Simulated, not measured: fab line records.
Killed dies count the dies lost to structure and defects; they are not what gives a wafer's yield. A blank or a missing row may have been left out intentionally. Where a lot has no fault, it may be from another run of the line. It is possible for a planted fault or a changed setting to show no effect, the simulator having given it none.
Split-lot study -- flow n5-finfet -- on a route of 1938 steps: 7 lots, 21 wafers read

== ON THE SPLIT ==
At N5_BEOL_M8_PECVD_70 (deposits SiO2 from TEOS/O2, target thk 20 nm, time 22.7 s), the setting temp-c was moved away from the recipe's 400 C on 5 of the 21 wafers read, by -3.8% to +2.4%. All remaining wafers had this setting at the recipe value.

== FROM THE SPLIT TO THE READING: what the file shows between them, 2 steps ==
- N5_BEOL_M8_DEVELOP_10: develop time 30 s (also split here: develop-time-s)
- N5_BEOL_M8_STRIP_80: strips in N2/H2, time 10 s

== THE READING ==
SiO2_of_BEOL_M8_PECVD_70.thk-nm (the simulator's own value, which no gauge read), in nm, at N5_BEOL_M8_HM_STRIP_39 (strips TiN in peroxide tin strip, target depth 25 nm, time 158 s). There is no usual value for it anywhere in the file. The 16 wafers here that ran the recipe average 19.7 nm, standard deviation 0.29 nm.

wafer,"tool, chamber at the split","temp-c as run, C",against the recipe,"SiO2_of_BEOL_M8_PECVD_70.thk-nm, nm",against lot-mates on the recipe
L078.2,"pecvd-01, 1",392.6,-1.8%,21.2,+0.8
L078.4,"pecvd-01, 2",400,recipe,20.4,-
L078.5,"pecvd-01, 0",392.6,-1.8%,21,+0.6
L080.1,"pecvd-02, 1",400,recipe,19.4,-
L080.4,"pecvd-02, 1",400,recipe,19.6,-
L080.6,"pecvd-02, 0",400,recipe,19.8,-
L084.1,"pecvd-03, 2",400,recipe,19.4,-
L084.3,"pecvd-03, 1",409.7,+2.4%,18,-1.6
L084.4,"pecvd-03, 2",400,recipe,19.8,-
L083.2,"pecvd-01, 2",400,recipe,19.6,-
L083.3,"pecvd-01, 0",400,recipe,19.6,-
L083.6,"pecvd-01, 0",400,recipe,19.4,-
L087.3,"pecvd-02, 2",400,recipe,20,-
L087.4,"pecvd-02, 0",384.8,-3.8%,22,+1.9
L087.6,"pecvd-02, 2",400,recipe,20.2,-
L095.1,"pecvd-03, 1",400,recipe,19.4,-
L095.3,"pecvd-03, 2",400,recipe,19.4,-
L095.6,"pecvd-03, 1",390.7,-2.3%,21.2,+1.8
L097.4,"pecvd-01, 1,2,0",400,recipe,19.6,-
L097.5,"pecvd-01, 1,2,0",400,recipe,19.6,-
L097.6,"pecvd-01, 1,2,0",400,recipe,19.6,-
When a row names more than one chamber, that row covers several wafers, and the file does not tell which wafer ran in which chamber.

THE FIT
A straight line over all 21 wafers: SiO2_of_BEOL_M8_PECVD_70.thk-nm changes by -0.666 nm for each +1% of temp-c; r = -0.95; the points scatter about the line by 0.28 nm.
The same after taking each lot's own level away (the mean of its wafers on the recipe; 21 wafers): -0.555 nm for each +1%; r = -0.96; scatter 0.2 nm.
Per that fit: largest temp-c move, reading shift of 2.1 nm.
From 19.40 to 20.40 nm: that is the span of the lots' own levels, equal to 3.4 times the standard deviation above.
Hence the slope depends on the lot-to-lot level, as the two fits are not the same.
Check: +2.23 nm against its lot-mates is what the line predicts for one of the wafers moved furthest among these (-3.8%) when that wafer is left out of the fit. Against them it came out at +1.9 nm.

== OTHER SPLITS APPLIED TO THESE WAFERS ==
Note: prior to the reading, these wafers also went through further splits. Each is held against what the fit with the lots' levels taken away leaves over:
other split on the same wafers,wafers away from the commonest value,r with SiO2_of_BEOL_M8_PECVD_70.thk-nm (lot level and that fit taken away)
N5_BEOL_M7_EXPOSE_08 dose-mj,4,+0.07
N5_BEOL_M8_DEVELOP_10 develop-time-s,5,-0.26

== THE WHOLE CHAIN: every reading that the file lists as answering this split, in the file's order ==
step,what it does,reading,change (the file's fit),r (the file's)
N5_BEOL_M8_PECVD_70,"deposits SiO2 from TEOS/O2, target thk 20 nm, time 22.7 s","SiO2_of_BEOL_M8_PECVD_70.thk-nm (the simulator's own value, which no gauge read)",-0.581 nm for each +1% of the setting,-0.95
N5_BEOL_M8_HM_STRIP_39,"strips TiN in peroxide tin strip, target depth 25 nm, time 158 s","SiO2_of_BEOL_M8_PECVD_70.thk-nm (the simulator's own value, which no gauge read)",-0.569 nm for each +1% of the setting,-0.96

== FILE'S OWN FIT ==
SiO2_of_BEOL_M8_PECVD_70.thk-nm changes by -0.569 nm for each +1% of temp-c, r = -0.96.
